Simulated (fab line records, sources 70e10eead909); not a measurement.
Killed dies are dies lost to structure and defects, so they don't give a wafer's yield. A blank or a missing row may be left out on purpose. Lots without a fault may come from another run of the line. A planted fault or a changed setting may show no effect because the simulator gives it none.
Problem report in the 8D (eight disciplines) form, filled by code | flow nand_harc | the parts of the form that need people (team, actions taken, sign-off) are left out

1. THE PROBLEM
developer_temp_C at NHARC_A_M0_DEVELOP_08 reads a mean of 23.91 C on 6 wafers of 2 lots; wafers without a fault read 22.99 C with a standard deviation of 0.11. That is +8.4 standard deviations from the usual mean.
The step: develop time 35 s.
First seen on wafer L433.1, day 21 16:00, on litho_track-01. The record holds 33 wafers of 11 lots with a number at this step. Rule for "out", or "out of limits": more than 4 standard deviations from the usual mean. The other wafers with a number count as sound.

2. WHAT IT IS AND WHAT IT IS NOT
question                    | is                     | is not
which readings at this step | developer_temp_C       | chill_plate_temp_C
which lots                  | L433, L434             | L417, L418, L419, L420, L421, L424, L428, L430, L439
which wafers of those lots  | all that have a number | -
read on which tools         | litho_track-01         | litho_track-06
when                        | from day 21 16:00      | up to then (24 sound wafers); but 3 sound wafers of L439 came after

3. SUSPECTS, AND WHAT RULES EACH OUT
Counting: a tool at a process step up to the reading stays a suspect if it ran every lot that is out and no sound lot after the first of them.
- litho_track-01 at NHARC_A_M0_DEVELOP_08 (develop time 35 s): kept. It ran every lot that is out, first L433 (day 21 16:00), and no sound lot after that; its last sound lot up to then is L430 (day 21 15:00). Its own readings are out on those wafers: developer_temp_C.
Left after counting: litho_track-01 at NHARC_A_M0_DEVELOP_08.

4. THE CAUSE (what the simulator had put in)
Process parameter drift: litho_track-01, from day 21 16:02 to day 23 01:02, at NHARC_A_M0_DEVELOP_08. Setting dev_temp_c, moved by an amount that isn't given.
Counting left only this tool.

5. THE CHAIN OF EFFECTS, in route order
Each row: a reading whose mean over the struck wafers that have a number lies more than 3 standard deviations from the usual. Only readings for which the record gives a usual standard deviation are gone through. hours: the time from each lot's start at the first step in this table that gives one to its start at this step, as a median over the lots. sigmas: the change in usual standard deviations.
hours | step                  | reading          | usual   | on struck wafers | change | sigmas
0     | NHARC_A_M0_DEVELOP_08 | developer_temp_C | 22.99 C | 23.91            | +0.93  | +8.4
The process steps in it:
- NHARC_A_M0_DEVELOP_08: develop time 35 s.
Later measuring or inspecting steps at which every struck wafer that the step has a row for has a number for every such reading, and none has moved that far: NHARC_END_SORT_01.

6. WHAT WOULD HAVE CAUGHT IT SOONER
In this record the first reading out of limits was taken at day 21 16:00.
